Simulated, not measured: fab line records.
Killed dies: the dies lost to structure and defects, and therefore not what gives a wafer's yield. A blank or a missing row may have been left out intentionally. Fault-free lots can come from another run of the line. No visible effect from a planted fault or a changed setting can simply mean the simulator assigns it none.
Which tool did it? | flow n5-finfet | 9 lots, 26 wafers sampled, at 6 steps of a route of 1938

== WHAT EACH GAUGE READ, for each wafer ==
N5_BEOL_M15_THK_MEAS_01.
lot  | measured     | on            | M15_ILD_THK (nm)
L605 | day 11 17:23 | film-metro-02 | 1621 1651 1637
L607 | day 12 19:13 | film-metro-02 | 1618 1629 1641
L608 | day 12 19:29 | film-metro-01 | 1625 1645 1621
L611 | day 13 21:53 | film-metro-01 | 1634 1662 1676
L614 | day 14 12:33 | film-metro-02 | 1604 1589 1619
L616 | day 15 01:54 | film-metro-02 | 1598 2429 2460
L620 | day 15 11:32 | film-metro-01 | 1581 2435 2428
L624 | day 17 13:20 | film-metro-02 | 1613 1623
L626 | day 17 21:25 | film-metro-01 | 1605 1634 1640

N5_BEOL_M15_CD_MEAS_17: target cd 360 nm.
lot  | measured     | on        | cd-nm (nm)
L605 | day 11 18:24 | cd-sem-03 | 361.3 360.1 359.7
L607 | day 12 20:14 | cd-sem-01 | 361.4 363.9 361.2
L608 | day 12 20:22 | cd-sem-02 | 358.5 359.1 365.5
L611 | day 13 22:54 | cd-sem-02 | 362.9 363.9 360.1
L614 | day 14 13:34 | cd-sem-01 | 358.9 360.3 359.5
L616 | day 15 02:55 | cd-sem-03 | 361.1 372.1 368.6
L620 | day 15 12:26 | cd-sem-01 | 358.2 368.1 370.5
L624 | day 17 14:14 | cd-sem-02 | 359.1 360.1
L626 | day 17 22:18 | cd-sem-02 | 364.6 362.6 359.8

== WHAT TOOL EACH LOT RAN ON (gives the tool, then ch and the chambers of the sampled wafers, and finally the start) ==
lot  | N5_BEOL_M14_STRIP_37               | N5_BEOL_M14_ETCH_38                           | N5_BEOL_M14_SPUTTER_44       | N5_BEOL_M15_ILD_DEP_00
L605 | rie-diel-03 ch 0,1,2, day 11 13:09 | rie-diel-03 ch 0,1,2, day 11 14:05 or earlier | pvd-sputter-02, day 11 14:05 | pecvd-04 ch 1,2, day 11 17:08
L607 | rie-diel-02 ch 0,1,2, day 12 16:59 | rie-diel-02 ch 0,1,2, day 12 17:38 or earlier | pvd-sputter-02, day 12 17:38 | pecvd-03 ch 1,2, day 12 18:58
L608 | rie-diel-02 ch 1,3, day 12 17:09   | rie-diel-02 ch 1,3, day 12 17:43 or earlier   | pvd-sputter-01, day 12 17:43 | pecvd-03 ch 0,1,2, day 12 19:14
L611 | rie-diel-03 ch 1,2, day 13 19:38   | rie-diel-03 ch 1,2, day 13 20:26 or earlier   | pvd-sputter-02, day 13 20:26 | pecvd-04 ch 0,1, day 13 21:38
L614 | rie-diel-01 ch 0,1,3, day 14 10:04 | rie-diel-01 ch 0,1,3, day 14 10:44 or earlier | pvd-sputter-01, day 14 10:44 | pecvd-04 ch 0,1,2, day 14 12:18
L616 | rie-diel-01 ch 1,2,3, day 14 23:40 | rie-diel-01 ch 1,2,3, day 15 00:26 or earlier | pvd-sputter-03, day 15 00:26 | pecvd-03 ch 0,2, day 15 01:39
L620 | rie-diel-03 ch 0,2,3, day 15 09:19 | rie-diel-03 ch 0,2,3, day 15 10:00 or earlier | pvd-sputter-03, day 15 10:00 | pecvd-03 ch 0,2, day 15 11:11
L624 | rie-diel-01 ch 1,2, day 17 11:07   | rie-diel-01 ch 1,2, day 17 11:52 or earlier   | pvd-sputter-01, day 17 11:52 | pecvd-04 ch 1,2, day 17 13:05
L626 | rie-diel-03 ch 1,2,3, day 17 19:31 | rie-diel-03 ch 1,2,3, day 17 19:59 or earlier | pvd-sputter-01, day 17 19:59 | pecvd-04 ch 1,2, day 17 21:10
- N5_BEOL_M14_STRIP_37: strips in O2.
- N5_BEOL_M14_ETCH_38: etches SiCN in CF4/N2, target depth 106.5 nm, time 120.6 s.
- N5_BEOL_M14_SPUTTER_44: material Ta, target thk 15 nm, time 24.19 s.
- N5_BEOL_M15_ILD_DEP_00: deposits SiO2 from TEOS/O2, target thk 1629.3 nm, time 346.1 s.

== WHAT THE TOOLS THEMSELVES READ (means of the sampled wafers that have a number; where no wafer has one, the mark that the record gives instead) ==
N5_BEOL_M14_STRIP_37.
lot  | tool        | drypump-motor-current-A (A) | oes-product-au (a.u.) | rf-vpp-V (V) | showerhead-plenum-p-Torr (Torr) | throttle-valve-pct (%)
L605 | rie-diel-03 | 5.60                        | 0.74                  | 3.3          | 2.03                            | 16.88
L607 | rie-diel-02 | 5.39                        | 0.82                  | 3.6          | 2.06                            | 16.54
L608 | rie-diel-02 | 5.24                        | 0.78                  | 3.4          | 2.03                            | 16.91
L611 | rie-diel-03 | 5.64                        | 0.72                  | 2.9          | 1.96                            | 16.82
L614 | rie-diel-01 | 5.32                        | 0.78                  | 4.0          | 2.08                            | 16.56
L616 | rie-diel-01 | 5.49                        | 0.75                  | 2.9          | 2.10                            | 16.73
L620 | rie-diel-03 | 5.62                        | 0.74                  | 3.6          | 2.04                            | 16.92
L624 | rie-diel-01 | 5.53                        | 0.77                  | 3.5          | 2.10                            | 16.89
L626 | rie-diel-03 | 5.67                        | 0.81                  | 3.1          | 2.08                            | 16.73

N5_BEOL_M14_ETCH_38.
lot  | tool        | drypump-motor-current-A (A) | n2-flow-sccm (sccm) | oes-product-au (a.u.) | rf-fwd-power-W (W) | rf-vpp-V (V) | showerhead-plenum-p-Torr (Torr) | throttle-valve-pct (%)
L605 | rie-diel-03 | 5.61                        | 59.93               | 0.75                  | 429.4              | 381.5        | 2.14                            | 15.68
L607 | rie-diel-02 | 5.39                        | 60.04               | 0.83                  | 428.7              | 381.7        | 2.17                            | 15.33
L608 | rie-diel-02 | 5.23                        | 59.98               | 0.78                  | 427.3              | 380.2        | 2.13                            | 15.62
L611 | rie-diel-03 | 5.62                        | 60.07               | 0.72                  | 430.3              | 379.6        | 2.07                            | 15.64
L614 | rie-diel-01 | 5.31                        | 60.03               | 0.79                  | 427.7              | 382.1        | 2.19                            | 15.30
L616 | rie-diel-01 | 5.49                        | 60.02               | 0.76                  | 427.8              | 382.4        | 2.20                            | 15.48
L620 | rie-diel-03 | 5.63                        | 59.91               | 0.75                  | 428.1              | 380.8        | 2.15                            | 15.70
L624 | rie-diel-01 | 5.53                        | 59.97               | 0.78                  | 427.7              | 382.8        | 2.21                            | 15.63
L626 | rie-diel-03 | 5.70                        | 60.03               | 0.81                  | 428.7              | 381.9        | 2.19                            | 15.48

N5_BEOL_M14_SPUTTER_44.
lot  | tool           | throttle-valve-pct (%)
L605 | pvd-sputter-02 | 29.6
L607 | pvd-sputter-02 | 30.7
L608 | pvd-sputter-01 | 30.2
L611 | pvd-sputter-02 | 30.1
L614 | pvd-sputter-01 | 30.2
L616 | pvd-sputter-03 | 29.5
L620 | pvd-sputter-03 | 29.7
L624 | pvd-sputter-01 | 30.6
L626 | pvd-sputter-01 | 29.7

N5_BEOL_M15_ILD_DEP_00.
lot  | tool     | heater-power-outer-w (W) | heater-power-w (W) | rf-fwd-power-W (W) | run-length-s (s) | showerhead-plenum-p-Torr (Torr) | throttle-valve-pct (%)
L605 | pecvd-04 | 334                      | 639                | 895.9              | 388.6            | 8.35                            | 18.4
L607 | pecvd-03 | 356                      | 549                | 901.7              | 388.6            | 8.34                            | 19.5
L608 | pecvd-03 | 306                      | 496                | 895.5              | 388.5            | 8.33                            | 19.0
L611 | pecvd-04 | 202                      | 436                | 899.4              | 389.0            | 8.30                            | 19.5
L614 | pecvd-04 | 268                      | 529                | 897.5              | 388.9            | 8.36                            | 18.7
L616 | pecvd-03 | 370                      | 563                | 898.4              | 503.3            | 8.32                            | 18.4
L620 | pecvd-03 | 383                      | 597                | 897.6              | 503.3            | 8.31                            | 18.4
L624 | pecvd-04 | 328                      | 610                | 895.7              | 389.0            | 8.36                            | 18.4
L626 | pecvd-04 | 277                      | 546                | 897.8              | 388.9            | 8.37                            | 18.4

== THE ANSWER, worked out from the rows above alone ==
Rule: usual is defined by the lots themselves. The widest of any qualifying gaps counts: lots, ordered by their means at a reading, are off when they make up no more than a third of the lots, leave a main group of 4 or more, and stand apart from it by 3 or more times the standard deviation of that group's means. A main group whose means are all the same, to the digits that the tables above print for the reading, isn't used. A lot without any number at a reading at which 4 lots or more have one is off too. The other lots that the step has rows for count as sound. After the gauges, taken in route order, come the tools' own readings; for these a lot's mean is taken, as printed above. At the first step where some lot is off, the reading lying furthest off is the one used; lots without a number count as furthest.
Off: L616, L620, at N5_BEOL_M15_THK_MEAS_01 (M15_ILD_THK). Mean 1629 nm and standard deviation 15 in the main group.
A tool fits if, at a process step before that reading, it ran every lot that is off, and no sound lot after the first of them. The gauges at N5_BEOL_M15_THK_MEAS_01 aren't tried: what is off there is off at N5_BEOL_M15_ILD_DEP_00 too, on other tools, and a gauge's error can't cause that. N5_BEOL_M14_ETCH_38: start missing for some lots; hours and lot order therefore follow N5_BEOL_M14_SPUTTER_44. Undecided on this evidence; 2 tools fit (pvd-sputter-03 at N5_BEOL_M14_SPUTTER_44, pecvd-03 at N5_BEOL_M15_ILD_DEP_00).

== WHAT WAS PUT IN BY THE SIMULATOR ==
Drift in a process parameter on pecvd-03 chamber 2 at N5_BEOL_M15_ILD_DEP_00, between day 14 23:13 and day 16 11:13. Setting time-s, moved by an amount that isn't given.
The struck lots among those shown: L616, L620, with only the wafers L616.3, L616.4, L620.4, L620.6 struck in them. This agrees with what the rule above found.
